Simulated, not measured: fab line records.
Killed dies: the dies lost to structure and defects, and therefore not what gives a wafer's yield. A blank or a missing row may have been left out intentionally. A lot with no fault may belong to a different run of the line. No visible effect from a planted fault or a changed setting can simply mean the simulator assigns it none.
Problem report in the 8D (eight disciplines) form, filled by code	flow nand-harc	the parts of the form that need people (team, actions taken, sign-off) are left out

1. WHAT IS WRONG
Wafers without a fault read 61, standard deviation 16; killed-dies at NHARC_END_SORT_01 reads a mean of 295 on 6 wafers belonging to 2 lots. That puts it +15 standard deviations away from the usual mean.
First observed at day 30 10:31: wafer L638.1, on prober-01. The record holds 6 wafers of 2 lots with a number at this step. The rule behind "out" and "out of limits": a value lying over 4 standard deviations away from the usual mean. The rest of the wafers with a number are treated as sound.

2. WHAT IT IS, AND WHAT IT ISN'T
question	is	is not
which readings at this step	killed-dies, killed-at-array	killed-at-periphery, killed-open, killed-short
which lots	L638, L640	-
which wafers of those lots	all that have a number	-
read on which gauges	prober-01, prober-02	-
when	from day 30 10:31	up to then (0 sound wafers)

3. WHAT RULES OUT EACH SUSPECT
Counting: a tool at any process step up to the reading remains a suspect when it ran all the lots that are out and ran no sound lot after the first of those.
- ruled out: the gauge at NHARC_END_SORT_01. 2 gauges (prober-01, prober-02) read the wafers that are out.
- acl-dep-01 at NHARC_A_CONTACT_DEP_84 (deposits aC, target thk 2800 nm): kept. It ran every lot that is out, first L638 (day 28 03:41), and no sound lot after that.
- pecvd-04 at NHARC_A_M1_DEP_33 (deposits SiCN, target thk 30 nm): kept. It ran every lot that is out, first L638 (day 29 00:11), and no sound lot after that.
- pvd-sputter-02 at NHARC_THIN_TSV_PRE_CLEAN_54 (time 30 s): kept. It ran every lot that is out, first L638 (day 30 02:57), and no sound lot after that.
Left after counting: acl-dep-01 at NHARC_A_CONTACT_DEP_84, pecvd-04 at NHARC_A_M1_DEP_33, pvd-sputter-02 at NHARC_THIN_TSV_PRE_CLEAN_54.

4. THE CAUSE (what the simulator had put in)
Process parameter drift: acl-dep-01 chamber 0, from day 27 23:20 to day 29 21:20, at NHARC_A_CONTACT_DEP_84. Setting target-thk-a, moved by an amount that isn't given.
After counting, 3 suspects remain, this tool included.

5. THE EFFECT CHAIN, in route order
Rows list readings where the struck wafers' mean (over those with a number) sits beyond 3 standard deviations from the usual. Only readings whose record carries a usual standard deviation are examined. hours: median over the lots of the time between each lot's start at the first step of this table that gives one and its start at this step. sigmas: the change, counted in usual standard deviations.
hours	step	reading	usual	on struck wafers	change	sigmas
0	NHARC_END_SORT_01	killed-at-array	56	289	+233	+14
0	NHARC_END_SORT_01	killed-dies	61	295	+234	+15

6. WHAT WOULD HAVE CAUGHT IT SOONER
Counted from the fault's start at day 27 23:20, it took 59 hours until the first out-of-limits reading at a measuring or inspecting step in this record, taken at day 30 10:31.
An alarm limit of 4 standard deviations would not have fired on the tool readings at NHARC_A_CONTACT_DEP_84 for which the record gives a usual standard deviation, since none of them was out on any struck wafer.
Lots out: 2; all had begun NHARC_A_CONTACT_DEP_84 on acl-dep-01 by day 30 10:31. Holding the tool at that point would not have protected any of them.
